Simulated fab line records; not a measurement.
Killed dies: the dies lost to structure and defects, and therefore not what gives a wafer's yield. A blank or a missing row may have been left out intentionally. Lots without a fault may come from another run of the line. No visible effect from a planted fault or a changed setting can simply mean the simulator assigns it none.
Split-lot experiment | flow n5 finfet | route with 1938 steps; 7 lots, 21 wafers read

## SPLIT DETAILS
At N5_WELL_APT_COAT_19 (resist thk 950 nm), the setting spin rpm was moved away from the recipe's 1357 rpm on 7 of the 21 wafers read, by -9.7% to +7.4%. All remaining wafers had this setting at the recipe value.

The reading is taken at the split's own step.

## THE READING
coat_of_WELL_APT_COAT_19.thk nm (the simulator's own value, which no gauge read), in nm, at N5_WELL_APT_COAT_19 (resist thk 950 nm). There is no usual value for it anywhere in the file. The 14 wafers here that ran the recipe average 950.5 nm, standard deviation 1.8 nm.

wafer  | tool, chamber at the split | spin rpm as run, rpm | against the recipe | coat_of_WELL_APT_COAT_19.thk nm, nm | against lot-mates on the recipe
L074.1 | litho track-02, 0          | 1357                 | recipe             | 951.8                               | -
L074.5 | litho track-02, 0          | 1229                 | -9.4%              | 1001                                | +49.2
L074.6 | litho track-02, 0          | 1229                 | -9.4%              | 997.6                               | +45.8
L075.1 | litho track-01, 0          | 1357                 | recipe             | 947.9                               | -
L075.4 | litho track-01, 0          | 1357                 | recipe             | 951.8                               | -
L075.5 | litho track-01, 0          | 1357                 | recipe             | 948.5                               | -
L080.3 | litho track-04, 0          | 1294                 | -4.6%              | 975.8                               | +23.4
L080.4 | litho track-04, 0          | 1357                 | recipe             | 951.7                               | -
L080.6 | litho track-04, 0          | 1357                 | recipe             | 953.1                               | -
L085.2 | litho track-01, 0          | 1357                 | recipe             | 951.6                               | -
L085.3 | litho track-01, 0          | 1226                 | -9.7%              | 1002                                | +50.6
L085.6 | litho track-01, 0          | 1357                 | recipe             | 951.1                               | -
L086.1 | litho track-01, 0          | 1357                 | recipe             | 949.9                               | -
L086.2 | litho track-01, 0          | 1357                 | recipe             | 947.6                               | -
L086.4 | litho track-01, 0          | 1445                 | +6.5%              | 922.2                               | -26.5
L088.2 | litho track-04, 0          | 1357                 | recipe             | 948.3                               | -
L088.4 | litho track-04, 0          | 1458                 | +7.4%              | 913                                 | -35.3
L088.5 | litho track-04, 0          | 1458                 | +7.4%              | 919.8                               | -28.5
L092.3 | litho track-04, 0          | 1357                 | recipe             | 950.2                               | -
L092.4 | litho track-04, 0          | 1357                 | recipe             | 953.5                               | -
L092.6 | litho track-04, 0          | 1357                 | recipe             | 949.7                               | -

FIT RESULTS
A straight line over all 21 wafers: coat_of_WELL_APT_COAT_19.thk nm changes by -4.97 nm for each +1% of spin rpm; r = -0.99; the points scatter about the line by 2.5 nm.
The same after taking each lot's own level away (the mean of its wafers on the recipe; 21 wafers): -4.78 nm for each +1%; r = -0.99; scatter 2.4 nm.
The reading moves by 46 nm for the largest change in spin rpm, on that fit.
Measured against the standard deviation above, the lots' own levels, which go from 948.30 to 952.40 nm, span 2.2 times it.
The two slopes are in agreement: the lot-to-lot level therefore moves the slope only a little.
Check: with one of the wafers moved furthest among these (-9.7%) left out of the fit, the line predicts +46.1 nm for it against its lot-mates. It came out at +50.6 nm against them.

## OTHER SPLITS ON THESE WAFERS
These wafers also went through other splits before the reading. Each is held against what the fit with the lots' levels taken away leaves over:
other split on the same wafers | wafers away from the commonest value | r with coat_of_WELL_APT_COAT_19.thk nm (lot level and that fit taken away)
N5_WELL_APT_COAT_02 spin rpm   | 7                                    | -0.07

## THE WHOLE CHAIN: every reading that the file lists as answering this split, in the file's order
step                   | what it does             | reading                                                                          | change (the file's fit)                                                              | r (the file's)
N5_WELL_APT_COAT_19    | resist thk 950 nm        | coat_of_WELL_APT_COAT_19.thk nm (the simulator's own value, which no gauge read) | -4.82 nm for each +1% of the setting                                                 | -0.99
N5_WELL_APT_CD_MEAS_25 | target cd 200 nm         | cd nm                                                                            | not straight: 199.1 at the lowest setting, 200.0 at the recipe, 201.8 at the highest | not given
N5_WELL_APT_DESCUM_30  | chemistry O2, time 7.9 s | WELL_APT.cd nm (the simulator's own value, which no gauge read)                  | not straight: 199.2 at the lowest setting, 200 at the recipe, 202 at the highest     | not given

## THE FILE'S OWN FIT
coat_of_WELL_APT_COAT_19.thk nm changes by -4.82 nm for each +1% of spin rpm, r = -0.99.
